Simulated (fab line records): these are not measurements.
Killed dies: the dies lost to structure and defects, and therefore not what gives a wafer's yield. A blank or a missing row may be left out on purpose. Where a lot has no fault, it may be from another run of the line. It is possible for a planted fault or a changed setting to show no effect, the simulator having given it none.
Chamber matching + flow n5_finfet + N5_BEOL_M1_ETCH_63 on rie_diel-02 has 4 sister chambers
The step etches SiARC in CF4, target depth 15.6 nm, time 26 s. 22 wafers are shown with their chamber, then 11 later ones without.

## WAFERS WITH THEIR CHAMBER
| wafer  | chamber | drypump_motor_current_A (A) | showerhead_plenum_p_Torr (Torr) | throttle_valve_pct (%) |
|--------|---------|-----------------------------|---------------------------------|------------------------|
| L076.1 | 1       | 5.62                        | 2.08                            | 15.50                  |
| L076.2 | 3       | 5.35                        | 2.05                            | 15.59                  |
| L076.4 | 2       | 5.85                        | 2.16                            | 15.12                  |
| L079.1 | 0       | 5.11                        | 2.19                            | 15.68                  |
| L079.4 | 1       | 5.67                        | 2.08                            | 15.49                  |
| L079.6 | 0       | 5.08                        | 2.19                            | 15.67                  |
| L080.4 | 0       | 5.11                        | 2.19                            | 15.68                  |
| L080.5 | 0       | 5.12                        | 2.19                            | 15.69                  |
| L080.6 | 1       | 5.68                        | 2.08                            | 15.50                  |
| L081.3 | 0       | 5.12                        | 2.19                            | 15.70                  |
| L081.4 | 3       | 5.34                        | 2.05                            | 15.60                  |
| L081.5 | 1       | 5.67                        | 2.08                            | 15.51                  |
| L086.1 | 2       | 5.83                        | 2.16                            | 15.16                  |
| L086.2 | 3       | 5.31                        | 2.04                            | 15.62                  |
| L086.4 | 0       | 5.11                        | 2.18                            | 15.71                  |
| L089.1 | 0       | 5.11                        | 2.18                            | 15.71                  |
| L089.3 | 3       | 5.37                        | 2.04                            | 15.63                  |
| L089.4 | 2       | 5.82                        | 2.15                            | 15.17                  |
| L088.1 | 1       | 5.69                        | 2.07                            | 15.53                  |
| L088.4 | 2       | 5.85                        | 2.15                            | 15.18                  |
| L088.5 | 1       | 5.68                        | 2.07                            | 15.55                  |
| L091.1 | 1       | 5.65                        | 2.07                            | 15.55                  |

SIGNATURES (averages over the wafers above)
| reading                  | chamber 0 | chamber 1 | chamber 2 | chamber 3 | scatter within a chamber |
|--------------------------|-----------|-----------|-----------|-----------|--------------------------|
| drypump_motor_current_A  | 5.1086    | 5.6657    | 5.8375    | 5.3425    | 0.0197                   |
| showerhead_plenum_p_Torr | 2.1871    | 2.0757    | 2.1550    | 2.0450    | 0.00535                  |
| throttle_valve_pct       | 15.6914   | 15.5186   | 15.1575   | 15.6100   | 0.0214                   |
Rule: a wafer lies at a distance from a chamber equal to the root of the sum of squares, over the readings, of (its reading less the chamber's mean, divided by the reading's scatter). If the next closest chamber is less than 2 further off than the closest, the wafer can't be placed; otherwise it belongs to the closest. The scatter: take each reading less its chamber's mean, square it, sum over the shown wafers, divide by the number of wafers less the number of chambers, and take the root.

## WAFERS WHOSE CHAMBER IS MISSING
| wafer  | drypump_motor_current_A (A) | showerhead_plenum_p_Torr (Torr) | throttle_valve_pct (%) |
|--------|-----------------------------|---------------------------------|------------------------|
| L091.4 | 5.82                        | 2.15                            | 15.18                  |
| L091.5 | 5.36                        | 2.04                            | 15.64                  |
| L092.2 | 5.67                        | 2.07                            | 15.56                  |
| L092.4 | 5.36                        | 2.04                            | 15.64                  |
| L092.6 | 5.64                        | 2.07                            | 15.57                  |
| L093.1 | 5.65                        | 2.07                            | 15.55                  |
| L093.4 | 5.83                        | 2.15                            | 15.18                  |
| L093.6 | 5.33                        | 2.04                            | 15.64                  |
| L094.1 | 5.34                        | 2.04                            | 15.64                  |
| L094.2 | 5.67                        | 2.07                            | 15.56                  |
| L094.6 | 5.85                        | 2.15                            | 15.18                  |

## WHICH CHAMBER EACH ONE RAN IN
| wafer  | from the rows above | in truth |
|--------|---------------------|----------|
| L091.4 | 2                   | 2        |
| L091.5 | 3                   | 3        |
| L092.2 | 1                   | 1        |
| L092.4 | 3                   | 3        |
| L092.6 | 1                   | 1        |
| L093.1 | 1                   | 1        |
| L093.4 | 2                   | 2        |
| L093.6 | 3                   | 3        |
| L094.1 | 3                   | 3        |
| L094.2 | 1                   | 1        |
| L094.6 | 2                   | 2        |
Placed correctly: 11 of 11. Number that these rows cannot place: 0. Placed wrongly: 0.
